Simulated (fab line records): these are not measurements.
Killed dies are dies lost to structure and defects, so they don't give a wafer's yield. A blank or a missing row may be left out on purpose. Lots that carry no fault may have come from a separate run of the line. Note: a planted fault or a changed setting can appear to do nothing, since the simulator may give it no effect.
fab line records -- flow n5_finfet
record: lots: 6, wafers: 18, last_day: 18
route steps=1938 shown BEOL_M10@1488 PASSIVATION@1936
lots that met no fault: from a run of the same line without faults
start_h: start of the lot's first displayed wafer, in hours after the record's first day -- wait_h: hours since the lot's step before -- " repeats the value in the row above -- L1.1+2: a single row standing in for several wafers -- - value missing, or start not given -- * or withheld: withheld -- < > ~ a bound
route shown NAME@n: names a module that has steps shown in the file, with the first one's number in the route -- usual: mean and standard deviation over wafers with no fault -- same: alike in all rows -- chamber/n: place in a boat -- sites: per-site readings -- _std_site: standard deviation of those values -- _edge_site: outer sites' mean less inner sites' -- radius_mm: for every site, how far away it sits from the centre of the wafer -- mask NAME#n: copy n -- behind: tool/chamber where the wafer was last shaped -- hold: cause of the lot's hold/its duration in hours/its outcome -- device: the transistor (n, p or np) that didn't switch -- end of line: the tests these same wafers got at the end of their route -- for a step that has no rows: nothing shown but its recipe -- killed: the dies lost at the first sort to structure and to defects; this is not the yield of the wafer -- map: a wafer's dies, marking killed ones x, the rest . and places with no die _
set.NAME: setting as actually run; set.NAME@STEP: the setting as run at that earlier step -- model.NAME: the simulator's own value behind a step, which no gauge read
a table for each step, a row for each wafer; lots at some steps of the route
services: from which hour (start_h, from the record's first day; less than 0 if before it) a tool's chamber was out of use, for how many hours, and why
== steps ==
step: N5_BEOL_M10_ETCH_62
recipe: chemistry: N2/H2, target: SOC, target_depth_a: 1100, overetch_a: 220, mask_material: SiARC, temp_c: 40, time_s: 165, ion_energy_ev: 200, pressure_mtorr: 30, source_w: 840, bias_w: 150, n2_flow_sccm: 200, h2_flow_sccm: 200
usual: drypump_motor_current_A: 5.49/0.29, oes_product_au: 0.69/0.074, rf_vpp_V: 524.0/2.7, showerhead_plenum_p_Torr: 2.55/0.092, throttle_valve_pct: 17.69/0.26
lot.wafer,tool,chamber,start_h,wait_h,drypump_motor_current_A,oes_product_au,rf_hours_counter_h,rf_vpp_V,showerhead_plenum_p_Torr,throttle_valve_pct
L769.3,rie_diel-03,3,221.52,0.0,5.45,0.70,67,524.9,2.58,17.82
L769.4,rie_diel-03,2,221.52,0.0,4.91,0.75,-,528.2,2.70,17.84
L769.5,rie_diel-03,0,221.52,0.0,5.84,0.75,-,525.2,2.60,17.35
L774.2,rie_diel-04,2,254.84,0.0,5.39,0.78,24,522.9,2.49,17.24
L774.5,rie_diel-04,1,254.84,0.0,5.92,0.60,-,519.6,2.41,17.80
L774.6,rie_diel-04,2,254.84,0.0,5.38,0.78,-,523.4,2.48,17.24
L780.3,rie_diel-03,3,292.30,0.0,5.44,0.67,93,524.7,2.57,17.87
L780.4,rie_diel-03,1,292.30,0.0,5.83,0.78,-,524.1,2.60,17.78
L780.5,rie_diel-03,3,292.30,0.0,5.43,0.67,-,525.4,2.57,17.86
L781.1,rie_diel-03,2,310.25,0.0,4.93,0.71,63,528.9,2.69,17.89
L781.5,rie_diel-03,1,310.25,0.0,5.84,0.76,-,526.0,2.60,17.78
L781.6,rie_diel-03,0,310.25,0.0,5.82,0.72,-,524.4,2.59,17.37
L785.3,rie_diel-03,2,317.10,0.0,4.94,0.71,65,527.4,2.69,17.90
L785.5,rie_diel-03,0,317.10,0.0,5.84,0.72,-,525.8,2.59,17.37
L785.6,rie_diel-03,3,317.10,0.0,5.43,0.66,-,524.0,2.56,17.86
L787.4,rie_diel-04,2,367.27,0.0,5.41,0.73,55,522.4,2.47,17.29
L787.5,rie_diel-04,1,367.27,0.0,5.91,0.78,-,527.4,2.72,17.47
L787.6,rie_diel-04,2,367.27,0.0,5.39,0.73,-,522.1,2.47,17.30
step: N5_BEOL_M10_STRIP_68
recipe: chemistry: N2/H2, temp_c: 40, n2_flow_sccm: 200, h2_flow_sccm: 200, rf_frequency_hz: 6e+07
step: N5_BEOL_M10_STRIP_67
recipe: chemistry: CF4, resist: SiARC, power_w: 300, bias_power_w: 75, pressure_mtorr: 50, cf4_flow_sccm: 150, rf_frequency_hz: 6e+07
usual: drypump_motor_current_A: 5.49/0.29, oes_product_au: 0.82/0.086, power_w: 300.0/0.87, rf_vpp_V: 271.2/1.5, showerhead_plenum_p_Torr: 1.80/0.059, throttle_valve_pct: 13.43/0.25
lot.wafer,tool,chamber,start_h,wait_h,drypump_motor_current_A,oes_product_au,power_w,rf_hours_counter_h,rf_vpp_V,showerhead_plenum_p_Torr,throttle_valve_pct
L769.3,rie_diel-03,3,221.66,0.0,5.44,0.82,299.7,68,271.9,1.81,13.50
L769.4,rie_diel-03,2,221.66,0.0,4.96,0.89,300.3,-,273.1,1.90,13.44
L769.5,rie_diel-03,0,221.66,0.0,5.84,0.89,300.5,-,272.5,1.81,12.94
L774.2,rie_diel-04,2,254.98,0.0,5.40,0.91,301.0,24,270.8,1.77,13.18
L774.5,rie_diel-04,1,254.98,0.0,5.91,0.70,299.8,-,270.5,1.71,13.68
L774.6,rie_diel-04,2,254.98,0.0,5.38,0.91,300.9,-,270.4,1.77,13.16
L780.3,rie_diel-03,3,292.44,0.0,5.44,0.80,298.5,93,271.0,1.81,13.54
L780.4,rie_diel-03,1,292.44,0.0,5.84,0.92,299.3,-,271.5,1.84,13.40
L780.5,rie_diel-03,3,292.44,0.0,5.44,0.81,299.3,-,269.8,1.81,13.54
L781.1,rie_diel-03,2,310.40,0.0,4.92,0.85,300.4,63,273.5,1.89,13.53
L781.5,rie_diel-03,1,310.40,0.0,5.81,0.90,300.0,-,273.5,1.84,13.42
L781.6,rie_diel-03,0,310.40,0.0,5.83,0.85,300.2,-,272.1,1.81,12.98
L785.3,rie_diel-03,2,317.25,0.0,4.91,0.84,299.9,65,273.5,1.89,13.54
L785.5,rie_diel-03,0,317.25,0.0,5.81,0.84,301.1,-,270.9,1.81,13.01
L785.6,rie_diel-03,3,317.25,0.0,5.43,0.79,301.6,-,271.3,1.80,13.57
L787.4,rie_diel-04,2,367.42,0.0,5.41,0.87,300.5,55,271.8,1.76,13.24
L787.5,rie_diel-04,1,367.42,0.0,5.91,0.91,300.1,-,273.6,1.91,13.22
L787.6,rie_diel-04,2,367.42,0.0,5.40,0.86,298.9,-,269.5,1.76,13.23
step: N5_BEOL_M10_HM_OPEN_17
recipe: chemistry: Cl2/BCl3, target_depth_a: 200, overetch_a: 60, target: TiN, mask_material: SOC, ion_energy_ev: 150, pressure_mtorr: 10, icp_w: 1000, bias_w: 126, Cl2_flow_sccm: 53.25, bcl3_flow_sccm: 21.75, Ar_flow_sccm: 25
usual: drypump_motor_current_A: 5.8/0.58, oes_ar_750_au: 0.80/0.094, oes_product_au: 0.69/0.08, throttle_valve_pct: 22.2/0.4
lot.wafer,tool,chamber,start_h,wait_h,drypump_motor_current_A,oes_ar_750_au,oes_product_au,rf_hours_counter_h,throttle_valve_pct
L769.3,rie_metal-03,1,221.73,0.1,5.3,0.97,0.81,-,22.4
L769.4,rie_metal-03,0,221.73,0.1,6.8,0.87,0.76,-,21.5
L769.5,rie_metal-03,0,221.73,0.1,6.7,0.87,0.75,-,21.5
L774.2,rie_metal-01,0,255.03,0.0,5.9,0.67,0.59,90,22.7
L774.5,rie_metal-01,0,255.03,0.0,5.9,0.67,0.57,-,22.7
L774.6,rie_metal-01,1,255.03,0.0,5.4,0.83,0.72,-,22.3
L780.3,rie_metal-01,0,292.52,0.1,5.8,0.66,0.57,-,22.7
L780.4,rie_metal-01,1,292.52,0.1,5.4,0.82,0.70,-,22.3
L780.5,rie_metal-01,1,292.52,0.1,5.4,0.81,0.70,-,22.3
L781.1,rie_metal-02,1,310.44,0.0,6.7,0.68,0.56,104,22.5
L781.5,rie_metal-02,0,310.44,0.0,5.3,0.89,0.75,-,21.8
L781.6,rie_metal-02,1,310.44,0.0,6.7,0.68,0.56,-,22.5
L785.3,rie_metal-02,1,317.32,0.1,6.7,0.68,0.57,-,22.5
L785.5,rie_metal-02,1,317.32,0.1,6.7,0.68,0.57,-,22.5
L785.6,rie_metal-02,0,317.32,0.1,5.3,0.88,0.75,-,21.8
L787.4,rie_metal-01,0,367.49,0.1,5.8,0.66,0.56,-,22.8
L787.5,rie_metal-01,1,367.49,0.1,5.4,0.81,0.70,-,22.3
L787.6,rie_metal-01,0,367.49,0.1,5.9,0.65,0.57,-,22.8
step: N5_BEOL_M10_STRIP_19
recipe: chemistry: O2, power_w: 400, temp_c: 40, pressure_mtorr: 30, rf_frequency_hz: 6e+07, bias_power_w: 0, overash_fraction: 0.2, o2_flow_sccm: 225
usual: drypump_motor_current_A: 5.47/0.28, oes_product_au: 0.81/0.1, rf_vpp_V: 3.5/0.66, showerhead_plenum_p_Torr: 2.09/0.084, throttle_valve_pct: 16.55/0.22
lot.wafer,tool,chamber,start_h,wait_h,drypump_motor_current_A,oes_product_au,rf_hours_counter_h,rf_vpp_V,showerhead_plenum_p_Torr,throttle_valve_pct
L769.3,rie_diel-04,3,221.90,0.1,5.23,0.72,190,2.7,2.08,16.65
L769.4,rie_diel-04,2,221.90,0.1,5.40,0.96,11,4.3,2.06,16.18
L769.5,rie_diel-04,1,221.90,0.1,5.90,0.70,-,3.7,1.98,16.63
L774.2,rie_diel-04,2,255.26,0.2,5.41,0.91,24,3.9,2.05,16.21
L774.5,rie_diel-04,1,255.26,0.2,5.94,0.70,-,2.5,1.97,16.64
L774.6,rie_diel-04,2,255.26,0.2,5.41,0.93,-,2.7,2.05,16.19
L780.3,rie_diel-03,3,292.60,0.1,5.44,0.81,93,3.7,2.14,16.83
L780.4,rie_diel-03,3,292.60,0.1,5.43,0.82,-,3.9,2.14,16.83
L780.5,rie_diel-03,2,292.60,0.1,4.91,0.86,-,4.9,2.23,16.71
L781.1,rie_diel-04,2,310.64,0.2,5.39,0.90,34,3.7,2.05,16.22
L781.5,rie_diel-04,3,310.64,0.2,5.20,0.70,-,3.5,2.06,16.70
L781.6,rie_diel-04,1,310.64,0.2,5.90,0.68,-,4.0,1.97,16.70
L785.3,rie_diel-04,3,317.40,0.1,5.22,0.70,228,3.4,2.06,16.73
L785.5,rie_diel-04,2,317.40,0.1,5.41,0.91,-,3.1,2.05,16.21
L785.6,rie_diel-04,0,317.40,0.1,5.51,0.99,-,3.5,2.06,16.22
L787.4,rie_diel-03,0,367.59,0.1,5.82,0.85,69,4.6,2.12,16.17
L787.5,rie_diel-03,1,367.59,0.1,5.86,0.87,-,4.0,2.14,16.63
L787.6,rie_diel-03,2,367.59,0.1,4.94,0.83,-,4.2,2.22,16.74
step: N5_BEOL_M10_CD_MEAS_18
recipe: pitch_nm: 140, target_cd_nm: 70
usual: cd_nm: 70.1/0.63
lot.wafer,tool,chamber,start_h,wait_h,cd_nm
L769.3,cd_sem-03,-,221.97,0.1,69.9
L769.4,cd_sem-03,-,221.97,0.1,70.5
L769.5,cd_sem-03,-,221.97,0.1,69.5
L774.2,cd_sem-02,-,255.33,0.1,71.2
L774.5,cd_sem-02,-,255.33,0.1,70.0
L774.6,cd_sem-02,-,255.33,0.1,70.9
L780.3,cd_sem-02,-,292.69,0.1,70.9
L780.4,cd_sem-02,-,292.69,0.1,70.3
L780.5,cd_sem-02,-,292.69,0.1,70.7
L781.1,cd_sem-01,-,310.71,0.0,70.8
L781.5,cd_sem-01,-,310.71,0.0,70.1
L781.6,cd_sem-01,-,310.71,0.0,68.9
L785.3,cd_sem-01,-,317.47,0.1,69.3
L785.5,cd_sem-01,-,317.47,0.1,68.5
L785.6,cd_sem-01,-,317.47,0.1,69.4
L787.4,cd_sem-03,-,367.66,0.1,70.8
L787.5,cd_sem-03,-,367.66,0.1,69.8
L787.6,cd_sem-03,-,367.66,0.1,70.4
step: N5_BEOL_M10_COAT_63
recipe: resist: SOC, temp_c: 250, time_s: 60, spin_rpm: 1500, resist_thk_nm: 100
step: N5_BEOL_M10_COAT_64
recipe: resist: SiARC, temp_c: 220, time_s: 60, spin_rpm: 1500, resist_thk_nm: 30
step: N5_BEOL_M10_COAT_22
recipe: resist: CAR-ArF, spin_rpm: 1500, resist_thk_nm: 90
step: N5_BEOL_M10_EBR_24
recipe: solvent: PGMEA, ebr_width_mm: 1.5
step: N5_BEOL_M10_SOFTBAKE_23
recipe: temp_c: 110, time_s: 60, resist: CAR-ArF
step: N5_BEOL_M10_EXPOSE_25
recipe: mask_id: V9, na: 1.35, source_shape: annular, sigma_inner: 0.5, sigma_outer: 0.8, polarization: unpolarized, dose_mj: 85.5
step: N5_BEOL_M10_PEB_26
recipe: peb_temp_c: withheld, peb_time_s: 60, resist: CAR-ArF
usual: chill_plate_temp_C: 23.01/0.096
lot.wafer,tool,chamber,start_h,wait_h,chill_plate_temp_C
L769.3,litho_track-01,0,223.56,0.0,23.03
L769.4,litho_track-01,0,223.56,0.0,22.99
L769.5,litho_track-01,0,223.56,0.0,22.92
L774.2,litho_track-05,0,255.67,0.1,22.97
L774.5,litho_track-05,0,255.67,0.1,23.10
L774.6,litho_track-05,0,255.67,0.1,23.04
L780.3,litho_track-01,0,293.64,0.0,22.93
L780.4,litho_track-01,0,293.64,0.0,22.85
L780.5,litho_track-01,0,293.64,0.0,23.12
L781.1,litho_track-01,0,312.36,0.1,22.86
L781.5,litho_track-01,0,312.36,0.1,23.01
L781.6,litho_track-01,0,312.36,0.1,22.91
L785.3,litho_track-03,0,317.90,0.0,22.93
L785.5,litho_track-03,0,317.90,0.0,23.14
L785.6,litho_track-03,0,317.90,0.0,23.26
L787.4,litho_track-05,0,369.25,0.0,22.78
L787.5,litho_track-05,0,369.25,0.0,23.04
L787.6,litho_track-05,0,369.25,0.0,23.05
step: N5_BEOL_M10_DEVELOP_27
recipe: develop_time_s: 30, developer: TMAH, resist: CAR-ArF, rinse_liquid: diw, dry: air_spin, dev_temp_c: 23
step: N5_BEOL_M10_CD_MEAS_28
recipe: target_cd_nm: 70, landing_energy_ev: 500, detector: se_inlens, polarity: opening
usual: cd_nm: 70.0/0.89
lot.wafer,tool,chamber,start_h,wait_h,cd_nm
L769.3,cd_sem-02,0,223.63,-,68.4
L769.4,cd_sem-02,0,223.63,-,69.3
L769.5,cd_sem-02,0,223.63,-,70.0
L774.2,cd_sem-03,0,255.74,-,70.8
L774.5,cd_sem-03,0,255.74,-,70.5
L774.6,cd_sem-03,0,255.74,-,70.0
L780.3,cd_sem-01,0,293.71,-,70.1
L780.4,cd_sem-01,0,293.71,-,73.4
L780.5,cd_sem-01,0,293.71,-,73.6
L781.1,cd_sem-01,0,312.43,-,75.7
L781.5,cd_sem-01,0,312.43,-,75.0
L781.6,cd_sem-01,0,312.43,-,70.8
L785.3,cd_sem-03,0,317.97,-,69.2
L785.5,cd_sem-03,0,317.97,-,69.4
L785.6,cd_sem-03,0,317.97,-,71.1
L787.4,cd_sem-01,0,369.32,-,69.3
L787.5,cd_sem-01,0,369.32,-,68.6
L787.6,cd_sem-01,0,369.32,-,68.8
step: N5_BEOL_M10_OVL_MEAS_29
recipe: points_per_wafer: 44
usual: V9_OVL: -0.6/0.8
lot.wafer,tool,chamber,start_h,wait_h,V9_OVL[nm]
L769.3,overlay-02,0,223.66,0.0,-1.3
L769.4,overlay-02,0,223.66,0.0,-0.6
L769.5,overlay-02,0,223.66,0.0,-1.2
L774.2,overlay-01,0,255.77,0.0,-1.9
L774.5,overlay-01,0,255.77,0.0,0.3
L774.6,overlay-01,0,255.77,0.0,-2.0
L780.3,overlay-01,0,293.74,0.0,-0.4
L780.4,overlay-01,0,293.74,0.0,-1.9
L780.5,overlay-01,0,293.74,0.0,-1.5
L781.1,overlay-01,0,312.46,0.0,0.7
L781.5,overlay-01,0,312.46,0.0,0.0
L781.6,overlay-01,0,312.46,0.0,-0.6
L785.3,overlay-01,0,318.00,0.0,0.5
L785.5,overlay-01,0,318.00,0.0,0.0
L785.6,overlay-01,0,318.00,0.0,-1.2
L787.4,overlay-02,0,369.34,0.0,-0.1
L787.5,overlay-02,0,369.34,0.0,-1.0
L787.6,overlay-02,0,369.34,0.0,-0.6
step: N5_PASSIVATION_PROBE_49
usual: defect_limited_yield: 91.3/1.4, killed_at_M0_to_M3: 33/11, killed_at_M4_up: 15/6.2, killed_at_contacts: 13/6.5, killed_at_front_end: 38/11, killed_at_other: 3.4/2.6, killed_dies: 102/17, killed_on_rim: 13/4.1, killed_open: 67/12, killed_short: 34/7.9, sort_bin_5_function: 5.1/0.88, sort_bin_6_memory: 3.3/0.65, sort_bin_8_speed: 0.00/0.0099, sort_n_pass: 1078/17, sort_yield_pct: 91.3/1.4
same: gross_dies: 1180, killed_at_back_side: 0, sort_bin_4_leakage[%]: 0
lot.wafer,tool,chamber,start_h,wait_h,defect_limited_yield[%],killed_at_M0_to_M3,killed_at_M4_up,killed_at_contacts,killed_at_front_end,killed_at_other,killed_dies,killed_on_rim,killed_open,killed_short,sort_bin_5_function[%],sort_bin_6_memory[%],sort_bin_8_speed[%],sort_n_pass,sort_yield_pct[%]
L769.3,prober-01,-,273.76,0.1,93.3,15,9,15,35,5,79,10,55,24,4.3,2.3,0,1101,93.3
L769.4,prober-01,-,273.81,0.2,91.5,25,14,30,29,2,100,13,62,37,5.0,3.3,0,1080,91.5
L769.5,prober-01,-,273.86,0.2,90.9,41,12,18,36,0,107,13,61,46,5.2,3.2,0,1073,90.9
L774.2,prober-01,-,304.41,0.1,92.5,34,16,7,30,2,89,10,56,28,4.0,3.1,0,1091,92.5
L774.5,prober-01,-,304.56,0.2,92.9,36,6,5,33,4,84,10,52,30,4.6,2.1,0,1096,92.9
L774.6,prober-01,-,304.61,0.3,91.4,34,14,11,40,3,102,15,81,20,5.2,3.1,0.08,1078,91.4
L780.3,prober-02,-,346.76,0.1,91.0,26,26,14,33,7,106,24,66,39,4.9,4.1,0,1074,91.0
L780.4,prober-02,-,346.81,0.2,90.4,30,14,13,53,3,113,21,66,47,6.2,3.2,0,1067,90.4
L780.5,prober-02,-,346.86,0.2,91.2,38,26,6,34,0,104,16,71,32,5.3,3.3,0,1076,91.2
L781.1,prober-02,-,363.66,0.0,92.2,30,11,8,42,1,92,15,61,31,4.8,2.9,0,1088,92.2
L781.5,prober-02,-,363.86,0.2,91.0,39,13,4,48,2,106,20,64,41,4.7,3.9,0,1074,91.0
L781.6,prober-02,-,363.91,0.3,93.2,35,11,3,29,2,80,11,53,25,3.7,2.6,0,1100,93.2
L785.3,prober-01,-,369.40,0.1,92.3,17,10,8,54,2,91,11,62,29,4.3,3.3,0,1089,92.3
L785.5,prober-01,-,369.50,0.2,90.6,19,11,18,63,0,111,16,66,44,5.0,4.0,0,1069,90.6
L785.6,prober-01,-,369.55,0.3,91.6,30,9,18,42,0,99,12,73,25,5.4,2.6,0,1081,91.6
L787.4,prober-02,-,420.28,0.2,91.3,32,15,17,35,4,103,11,59,42,4.7,3.8,0,1077,91.3
L787.5,prober-02,-,420.33,0.2,93.2,21,15,13,28,3,80,17,54,26,4.1,2.5,0,1100,93.2
L787.6,prober-02,-,420.38,0.3,90.8,28,18,21,40,2,109,17,67,38,5.3,3.3,0,1071,90.8
killed by level:class
L769.3 MOL_CONTACT_COAG:geometric_particle:open=11 FIN_SAQP:geometric_particle:short=8 DUMMY_GATE:geometric_particle:open=6 FIN_SAQP:geometric_particle:open=5 STI_FIN_REVEAL:geometric_particle:open=5 MOL_CONTACT_COAG:geometric_particle:short=4 BEOL_M0_SAQP:geometric_particle:open=4 MIM_TOP_ETCH:geometric_particle:open=4
L769.4 MOL_CONTACT_COAG:geometric_particle:open=15 MOL_CONTACT_COAG:geometric_particle:short=15 BEOL_M2:geometric_particle:open=10 BEOL_M3:geometric_particle:open=6 FIN_SAQP:geometric_particle:short=5 DUMMY_GATE:geometric_particle:open=5 BEOL_M5:geometric_particle:open=4 STI_FIN_REVEAL:geometric_particle:open=4
L769.5 MOL_CONTACT_COAG:geometric_particle:open=11 BEOL_M0_SAQP:geometric_particle:short=10 BEOL_M0_SAQP:geometric_particle:open=8 GATE_CUT:geometric_particle:open=7 MOL_CONTACT_COAG:geometric_particle:short=7 BEOL_M1:geometric_particle:open=6 DUMMY_GATE:geometric_particle:open=5 GATE_CUT:geometric_particle:short=5
L774.2 BEOL_M3:geometric_particle:open=13 BEOL_M2:geometric_particle:open=8 MOL_CONTACT_COAG:geometric_particle:open=7 STI_FIN_REVEAL:geometric_particle:open=6 GATE_CUT:geometric_particle:short=6 DUMMY_GATE:geometric_particle:open=5 BEOL_M0_SAQP:geometric_particle:open=4 DUMMY_GATE:geometric_particle:short=3
L774.5 BEOL_M0_SAQP:geometric_particle:open=14 BEOL_M0_SAQP:geometric_particle:short=13 DUMMY_GATE:geometric_particle:open=8 STI_FIN_REVEAL:geometric_particle:open=7 STARTING-WAFER:geometric_particle:short=6 GATE_CUT:geometric_particle:short=5 MOL_CONTACT_COAG:geometric_particle:open=4 BEOL_M3:geometric_particle:open=4
L774.6 STI_FIN_REVEAL:geometric_particle:open=14 MOL_CONTACT_COAG:geometric_particle:open=10 BEOL_M0_SAQP:geometric_particle:open=8 DUMMY_GATE:geometric_particle:open=7 BEOL_M0_SAQP:geometric_particle:short=6 BEOL_M0:geometric_particle:open=6 BEOL_M2:geometric_particle:open=5 BEOL_M3:geometric_particle:open=5
L780.3 MOL_CONTACT_COAG:geometric_particle:open=13 FIN_SAQP:geometric_particle:short=10 BEOL_M4:geometric_particle:open=10 BEOL_M1:geometric_particle:open=9 BEOL_M5:geometric_particle:open=5 BEOL_M2:geometric_particle:open=4 BEOL_M4:geometric_particle:short=4 FIN_SAQP:geometric_particle:open=3
L780.4 FIN_SAQP:geometric_particle:short=20 FIN_SAQP:geometric_particle:open=13 MOL_CONTACT_COAG:geometric_particle:open=10 BEOL_M1:geometric_particle:short=8 BEOL_M1:geometric_particle:open=8 GATE_CUT:geometric_particle:open=4 BEOL_M0_SAQP:geometric_particle:open=4 DUMMY_GATE:geometric_particle:open=3
L780.5 BEOL_M4:geometric_particle:open=15 FIN_SAQP:geometric_particle:open=13 BEOL_M1:geometric_particle:open=13 FIN_SAQP:geometric_particle:short=7 BEOL_M1:geometric_particle:short=7 BEOL_M2:geometric_particle:open=7 MOL_CONTACT_COAG:geometric_particle:open=5 STI_FIN_REVEAL:geometric_particle:open=4
L781.1 FIN_SAQP:geometric_particle:open=9 STI_FIN_REVEAL:geometric_particle:open=7 GATE_CUT:geometric_particle:short=7 BEOL_M1:geometric_particle:open=7 BEOL_M2:geometric_particle:open=7 FIN_SAQP:geometric_particle:short=5 MOL_CONTACT_COAG:geometric_particle:short=5 BEOL_M0_SAQP:geometric_particle:short=5
L781.5 FIN_SAQP:geometric_particle:open=13 BEOL_M0_SAQP:geometric_particle:open=13 FIN_SAQP:geometric_particle:short=10 BEOL_M0_SAQP:geometric_particle:short=9 GATE_CUT:geometric_particle:short=7 BEOL_M1:geometric_particle:open=6 BEOL_M4:geometric_particle:open=6 GATE_CUT:geometric_particle:open=5
L781.6 BEOL_M1:geometric_particle:open=10 FIN_SAQP:geometric_particle:open=8 BEOL_M2:geometric_particle:open=5 STI_FIN_REVEAL:geometric_particle:open=4 GATE_CUT:geometric_particle:short=4 BEOL_M0_SAQP:geometric_particle:open=4 BEOL_M0_SAQP:geometric_particle:short=4 BEOL_M3:geometric_particle:open=4
L785.3 STI_FIN_REVEAL:geometric_particle:open=21 GATE_CUT:geometric_particle:short=9 FIN_SAQP:geometric_particle:short=8 MOL_CONTACT_COAG:geometric_particle:open=8 BEOL_M0_SAQP:geometric_particle:open=6 FIN_SAQP:geometric_particle:open=5 BEOL_M0_SAQP:geometric_particle:short=5 BEOL_M4:geometric_particle:open=4
L785.5 FIN_SAQP:geometric_particle:short=20 STI_FIN_REVEAL:geometric_particle:open=16 MOL_CONTACT_COAG:geometric_particle:open=16 FIN_SAQP:geometric_particle:open=9 BEOL_M4:geometric_particle:open=6 BEOL_M1:geometric_particle:open=4 BEOL_M0_SAQP:geometric_particle:open=4 BEOL_M1:geometric_particle:short=4
L785.6 MOL_CONTACT_COAG:geometric_particle:open=15 FIN_SAQP:geometric_particle:open=11 STI_FIN_REVEAL:geometric_particle:open=11 BEOL_M3:geometric_particle:open=10 FIN_SAQP:geometric_particle:short=7 BEOL_M1:geometric_particle:open=6 BEOL_M3:geometric_particle:short=4 ILD0:geometric_particle:open=3
L787.4 MOL_CONTACT_COAG:geometric_particle:open=16 FIN_SAQP:geometric_particle:short=13 FIN_SAQP:geometric_particle:open=10 BEOL_M3:geometric_particle:short=8 BEOL_M0_SAQP:geometric_particle:open=4 BEOL_M0_SAQP:geometric_particle:short=4 BEOL_M2:geometric_particle:open=4 BEOL_M4:geometric_particle:open=4
L787.5 MOL_CONTACT_COAG:geometric_particle:open=13 BEOL_M4:geometric_particle:open=8 FIN_SAQP:geometric_particle:short=6 STI_FIN_REVEAL:geometric_particle:open=6 BEOL_M0_SAQP:geometric_particle:short=4 STARTING-WAFER:geometric_particle:short=4 FIN_SAQP:geometric_particle:open=3 STI_FIN_REVEAL:geometric_particle:short=3
L787.6 MOL_CONTACT_COAG:geometric_particle:open=18 FIN_SAQP:geometric_particle:short=13 BEOL_M0_SAQP:geometric_particle:short=8 FIN_SAQP:geometric_particle:open=7 BEOL_M4:geometric_particle:open=7 BEOL_M5:geometric_particle:open=6 BEOL_M0_SAQP:geometric_particle:open=5 STI_FIN_REVEAL:geometric_particle:open=4
== services ==
tool,chamber,start_h,hours,kind
rie_metal-02,0,213.82,4.2,repair
rie_diel-03,1,218.97,-,clean
rie_diel-03,1,218.97,-,consumable_replace:focus_ring
rie_diel-03,1,218.97,17.2,scheduled_down
rie_diel-03,1,218.97,17.2,vent_cycle
rie_diel-04,1,232.60,8.5,repair
rie_metal-03,-,256.46,0.9,repair
rie_diel-04,2,262.52,29.1,repair
rie_metal-03,-,282.04,1.4,pm
rie_diel-03,0,285.15,18.7,repair
rie_diel-04,0,291.63,-,clean
rie_diel-04,0,291.63,-,consumable_replace:focus_ring
rie_diel-04,0,291.63,22.6,scheduled_down
rie_diel-04,0,291.63,22.6,vent_cycle
rie_metal-02,-,297.88,2.8,pm
rie_metal-01,-,305.91,15.6,pm
rie_diel-04,1,314.27,-,clean
rie_diel-04,1,314.27,-,consumable_replace:focus_ring
rie_diel-04,1,314.27,-,consumable_replace:showerhead
rie_diel-04,1,314.27,20.2,scheduled_down
rie_diel-04,1,314.27,20.2,vent_cycle
rie_metal-01,-,340.07,2.8,pm
rie_metal-02,1,356.42,-,clean
rie_diel-03,2,360.21,3.0,repair
== key ==
first_sign: step: N5_BEOL_M10_CD_MEAS_28, reading: cd_nm, direction: up, sigmas: 5, usual: 70.0, struck: 74.4
effect none on later readings
met_at N5_BEOL_M10_PEB_26
struck_wafers L780.4,L780.5,L781.1,L781.5
onset_between 223.56 293.64
fault: kind: process_parameter_drift, tool: litho_track-01, chamber: -, onset_h: 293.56, steps: N5_BEOL_M10_PEB_26, channel: peb_time_s, offset: *, shape: step, end_h: 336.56, scope: struck_wafers_only, acts_in: *, stated: *
